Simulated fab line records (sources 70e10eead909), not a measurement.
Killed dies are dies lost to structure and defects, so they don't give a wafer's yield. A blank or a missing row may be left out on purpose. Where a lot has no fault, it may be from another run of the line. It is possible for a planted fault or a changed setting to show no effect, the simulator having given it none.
Chamber matching :: flow nand harc :: NHARC_A_M0_STRIP_18 on rie diel-03: 4 sister chambers
The step strips in N2/H2. 8 wafers are shown with their chamber, then 7 later ones without.

WAFERS, EACH WITH ITS CHAMBER
wafer: L333.3
chamber: 3
drypump motor current A (A): 5.6
oes product au (a.u.): 0.998

wafer: L335.1
chamber: 3
drypump motor current A (A): 5.7
oes product au (a.u.): 0.997

wafer: L335.5
chamber: 2
drypump motor current A (A): 5.9
oes product au (a.u.): 0.990

wafer: L341.2
chamber: 2
drypump motor current A (A): 5.9
oes product au (a.u.): 0.974

wafer: L341.3
chamber: 0
drypump motor current A (A): 6.1
oes product au (a.u.): 1.012

wafer: L341.5
chamber: 1
drypump motor current A (A): 4.8
oes product au (a.u.): 0.985

wafer: L344.1
chamber: 0
drypump motor current A (A): 6.1
oes product au (a.u.): 1.013

wafer: L344.2
chamber: 1
drypump motor current A (A): 4.8
oes product au (a.u.): 0.996

WAFERS WITHOUT THEIR CHAMBER
wafer: L344.4
drypump motor current A (A): 5.9
oes product au (a.u.): 0.985

wafer: L345.2
drypump motor current A (A): 5.9
oes product au (a.u.): 1.006

wafer: L345.4
drypump motor current A (A): 6.1
oes product au (a.u.): 1.016

wafer: L345.5
drypump motor current A (A): 5.6
oes product au (a.u.): 1.000

wafer: L350.1
drypump motor current A (A): 5.9
oes product au (a.u.): 1.001

wafer: L350.2
drypump motor current A (A): 5.6
oes product au (a.u.): 1.010

wafer: L350.5
drypump motor current A (A): 5.9
oes product au (a.u.): 0.996

EACH ONE'S CHAMBER
wafer: L344.4
from the rows above: 2
in truth: 2

wafer: L345.2
from the rows above: 2
in truth: 2

wafer: L345.4
from the rows above: 0
in truth: 0

wafer: L345.5
from the rows above: 3
in truth: 3

wafer: L350.1
from the rows above: 2
in truth: 2

wafer: L350.2
from the rows above: 3
in truth: 3

wafer: L350.5
from the rows above: 2
in truth: 2
Placed correctly: 7 of 7. Not placeable from these rows: 0. 0 placed wrongly.
How it was worked out, from the rows above alone: a wafer's distance from a chamber is the root of the sum, over the readings, of the square of ((its reading less the chamber's mean) divided by the reading's scatter). The wafer belongs to the nearest chamber; if the next one is less than 2 further off, it can't be placed. A chamber's mean is the mean of its shown wafers. How the scatter is found: for the shown wafers, subtract from each reading the mean of its chamber, square and add these, divide the total by (wafers less chambers), then take the root.
